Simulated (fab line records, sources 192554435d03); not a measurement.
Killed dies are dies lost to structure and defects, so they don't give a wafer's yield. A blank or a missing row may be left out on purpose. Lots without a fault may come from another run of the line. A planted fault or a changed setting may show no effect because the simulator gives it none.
Tool commonality check | flow n5_finfet | 10 lots, 29 wafers sampled

WHY IT WAS OPENED
At N5_BEOL_M15_OVL_MEAS_29 the reading M15_OVL is flagged on 2 of 10 lots. Wafers without a fault read -3 nm, standard deviation 4.8.
Rule: a lot is flagged when every wafer of it that has a number lies more than 4 standard deviations from that mean, or none has a number. The other lots count as sound.

lot  | measured     | on         | M15_OVL (nm), wafer by wafer | flag
L470 | day 13 20:03 | overlay-02 | 3 -3 0                       |
L473 | day 14 18:03 | overlay-01 | 94 95 101                    | FLAGGED
L476 | day 15 12:48 | overlay-02 | -5 -14 -5                    |
L475 | day 16 01:49 | overlay-01 | 100 97 96                    | FLAGGED
L478 | day 16 21:52 | overlay-02 | -5 -16 3                     |
L482 | day 17 07:20 | overlay-02 | -3 -2 -7                     |
L484 | day 17 21:54 | overlay-01 | -2 -13                       |
L483 | day 17 22:10 | overlay-01 | -4 3 -8                      |
L485 | day 17 22:13 | overlay-02 | 0 -9 -13                     |
L486 | day 18 05:57 | overlay-02 | -1 -5 -3                     |
The numbers of the flagged lots are 97 nm on average: +100 nm against the usual, or +21 standard deviations.

WHICH TOOL RAN EACH LOT
The record holds 3 process steps before the reading, out of a route of 1938 steps. In each cell: the tool, then ch and the chambers that the sampled wafers went through, then the start.
lot  | flag    | N5_BEOL_M15_ETCH_59                | N5_BEOL_M15_ETCH_57                | N5_BEOL_M15_EXPOSE_25
L470 |         | rie_diel-05 ch 0,2, day 13 18:17   | rie_diel-01 ch 0,2,3, day 13 19:07 | krf_scanner-01 ch 0, day 13 19:51
L473 | FLAGGED | rie_diel-06 ch 0,2,3, day 14 16:41 | rie_diel-05 ch 1,2,3, day 14 17:15 | krf_scanner-01 ch 0, day 14 17:51
L476 |         | rie_diel-01 ch 0,1,3, day 15 11:05 | rie_diel-01 ch 0,2,3, day 15 11:52 | krf_scanner-02 ch 0, day 15 12:36
L475 | FLAGGED | rie_diel-05 ch 0,1, day 16 00:12   | rie_diel-05 ch 0,1,3, day 16 00:53 | krf_scanner-01 ch 0, day 16 01:37
L478 |         | rie_diel-01 ch 0,1,3, day 16 20:19 | rie_diel-01 ch 0,2,3, day 16 20:56 | krf_scanner-02 ch 0, day 16 21:40
L482 |         | rie_diel-06 ch 0,1,2, day 17 05:59 | rie_diel-06 ch 0,1,2, day 17 06:32 | krf_scanner-02 ch 0, day 17 07:09
L484 |         | rie_diel-05 ch 2, day 17 20:24     | rie_diel-05 ch 0,1, day 17 20:58   | krf_scanner-02 ch 0, day 17 21:43
L483 |         | rie_diel-01 ch 1,3, day 17 20:23   | rie_diel-01 ch 1,3, day 17 21:08   | krf_scanner-02 ch 0, day 17 21:58
L485 |         | rie_diel-06 ch 0,3, day 17 20:49   | rie_diel-06 ch 0,1,3, day 17 21:23 | krf_scanner-02 ch 0, day 17 22:01
L486 |         | rie_diel-06 ch 2,3, day 18 04:33   | rie_diel-05 ch 1,2,3, day 18 05:09 | krf_scanner-02 ch 0, day 18 05:45
What these steps do:
- N5_BEOL_M15_ETCH_59: etches BARC in N2/H2, target depth 89 nm, overetch 26.7 nm, time 67.9 s.
- N5_BEOL_M15_ETCH_57: etches SOC in N2/H2, time 750 s.
- N5_BEOL_M15_EXPOSE_25: exposes mask M15, target cd 400 nm.
- N5_BEOL_M15_OVL_MEAS_29

FLAGGED OVER TOTAL, TOOL BY TOOL (the gauges that took the reading come last)
step                    | tool           | lots run | flagged | share of the flagged lots | sound lots run after its first flagged lot
N5_BEOL_M15_ETCH_59     | rie_diel-01    | 3        | 0       | none                      | -
N5_BEOL_M15_ETCH_59     | rie_diel-05    | 3        | 1       | some                      | 1 (L484)
N5_BEOL_M15_ETCH_59     | rie_diel-06    | 4        | 1       | some                      | 3 (L482,L485,L486)
N5_BEOL_M15_ETCH_57     | rie_diel-01    | 4        | 0       | none                      | -
N5_BEOL_M15_ETCH_57     | rie_diel-05    | 4        | 2       | all                       | 2 (L484,L486)
N5_BEOL_M15_ETCH_57     | rie_diel-06    | 2        | 0       | none                      | -
N5_BEOL_M15_EXPOSE_25   | krf_scanner-01 | 3        | 2       | all                       | 0
N5_BEOL_M15_EXPOSE_25   | krf_scanner-02 | 7        | 0       | none                      | -
N5_BEOL_M15_OVL_MEAS_29 | overlay-01     | 4        | 2       | all                       | 2 (L484,L483)
N5_BEOL_M15_OVL_MEAS_29 | overlay-02     | 6        | 0       | none                      | -

WHAT THE TABLE ALLOWS
3 rows of the table ran every flagged lot: rie_diel-05 at N5_BEOL_M15_ETCH_57, krf_scanner-01 at N5_BEOL_M15_EXPOSE_25, overlay-01 at N5_BEOL_M15_OVL_MEAS_29.
- rie_diel-05 at N5_BEOL_M15_ETCH_57: 2 of its 4 lots flagged. Sound lots ran on it after the first flagged one (L484, L486), which a lasting fault on the whole tool wouldn't allow.
- krf_scanner-01 at N5_BEOL_M15_EXPOSE_25: 2 of its 3 lots flagged. Its last sound lot is L470 (day 13 19:51), its first flagged lot L473 (day 14 17:51): a fault that began between those two fits.
- overlay-01 at N5_BEOL_M15_OVL_MEAS_29: 2 of its 4 lots flagged. Sound lots ran on it after the first flagged one (L484, L483), which a lasting fault on the whole tool wouldn't allow.
One tool is left: krf_scanner-01 at N5_BEOL_M15_EXPOSE_25.

WHAT THE SIMULATOR HAD PUT IN
Scanner matching overlay: krf_scanner-01, from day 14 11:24 on, at N5_BEOL_M15_EXPOSE_25. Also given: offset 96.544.
Lots struck among those shown: L473, L475. The rule above found the same.
